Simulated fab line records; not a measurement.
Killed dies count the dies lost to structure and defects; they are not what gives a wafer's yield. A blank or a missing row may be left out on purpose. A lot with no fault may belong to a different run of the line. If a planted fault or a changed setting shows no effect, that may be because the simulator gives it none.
One fault through the eyes of 2 desks ; flow n5-finfet ; numbers are kept per desk, each desk with only its own; the story behind them comes last

THE METROLOGY DESK
What the gauges read, lot by lot, whatever tool the lot ran on: means of the sampled wafers that have a number. If a lot's mean is further than 4 standard deviations from the usual mean, the lot is out of limits and carries the mark OUT (the distance appears in the brackets). Readings shown: 7 of its 10, picked as those furthest out on some lot.
Columns: A = DIBL_N at N5_BEOL_M4_RC_MEAS_101, usual 35.8 mV/V; B = DIBL_P at N5_BEOL_M4_RC_MEAS_101, usual 35.6 mV/V; C = IOFF_N at N5_BEOL_M4_RC_MEAS_101, usual 0.15 nA/um; D = ION_N at N5_BEOL_M4_RC_MEAS_101, usual 668 uA/um; E = SS_N at N5_BEOL_M4_RC_MEAS_101, usual 71.4 mV/dec; F = SS_P at N5_BEOL_M4_RC_MEAS_101, usual 73.1 mV/dec; G = VT_N at N5_BEOL_M4_RC_MEAS_101, usual 250 mV
lot;first seen here;A;B;C;D;E;F;G
L712;day 13 18:17;35.6;36.2;0.15;664;71.3;73.2;251
L721;day 14 20:29;34.1;33.9;0.12;653;70.7;72.8;253
L711;day 15 11:46;36.0;36.4;0.16;669;71.6;73.1;251
L716;day 15 17:04;36.0;34.7;0.15;670;71.5;73.0;249
L717;day 16 00:29;37.6;34.2;0.16;663;72.2;73.6;249
L728;day 17 15:31;37.5;38.1;0.19;678;72.0;74.1;246
L727;day 17 20:31;36.5;36.0;0.16;669;71.3;73.2;248
L726;day 18 06:29;35.3;34.5;0.15;652;71.3;73.2;252
This desk found nothing out of limits on any of the 8 lots.

AT THE TOOL OWNER'S DESK: rie-diel-01
The tool's own readings at N5_GATE_CUT_ETCH_36 (etches SiARC in CF4, target depth 13 nm, time 21.7 s): means of the sampled wafers that have a number, for each lot that ran on this tool. If a lot's mean is further than 4 standard deviations from the usual mean, the lot is out of limits and carries the mark OUT (the distance appears in the brackets).
Columns: A = chamber-pressure-mTorr at N5_GATE_CUT_ETCH_36, usual 40.00 mTorr; B = drypump-motor-current-A at N5_GATE_CUT_ETCH_36, usual 5.6 A; C = etch-rf-on-time-s at N5_GATE_CUT_ETCH_36, usual 21.9 s; D = oes-product-au at N5_GATE_CUT_ETCH_36, usual 0.68 a.u.; E = rf-vpp-V at N5_GATE_CUT_ETCH_36, usual 184.3 V; F = showerhead-plenum-p-Torr at N5_GATE_CUT_ETCH_36, usual 2.17 Torr; G = throttle-valve-pct at N5_GATE_CUT_ETCH_36, usual 15.50 %
lot;first seen here;A;B;C;D;E;F;G
L711;day 4 16:04;40.03;6.2;22.6;0.58;185.4;2.18;15.71
L716;day 5 17:52;39.99;6.0;22.1;0.62;184.6;2.18;15.62
L721;day 7 01:11;39.97;5.6;22.3;0.72;183.5;2.15;15.33
L726;day 8 08:15;39.92;5.9;18.1 (-9.1) OUT;0.85;184.0;2.17;15.30
L727;day 8 13:25;40.01;5.3;18.1 (-9.1) OUT;0.76;182.4;2.12;15.36
L728;day 8 21:04;39.97;5.4;19.5 (-5.9) OUT;0.73;184.3;2.14;15.41
This desk's verdict: out of limits on L726, L727, L728, starting with L726 at day 8 08:15 (etch-rf-on-time-s at N5_GATE_CUT_ETCH_36). Within limits: L711, L716, L721.

PUT TOGETHER
The tool owner's desk could have raised an alarm at day 8 08:15, on L726, L727, L728.
Metrology desk: nothing out of limits seen.
The metrology desk holds a record of L726, L727, L728, inside its limits.
Every lot named ran N5_GATE_CUT_ETCH_36 on rie-diel-01.

WHAT THE SIMULATOR HAD PUT IN
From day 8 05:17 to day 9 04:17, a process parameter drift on rie-diel-01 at N5_GATE_CUT_ETCH_36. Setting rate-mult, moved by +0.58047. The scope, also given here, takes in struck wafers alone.
Struck lots among those shown: L726, L727, L728.
How many hours passed from the start of the fault until each desk's first out-of-limits reading: the tool owner's desk, 3.
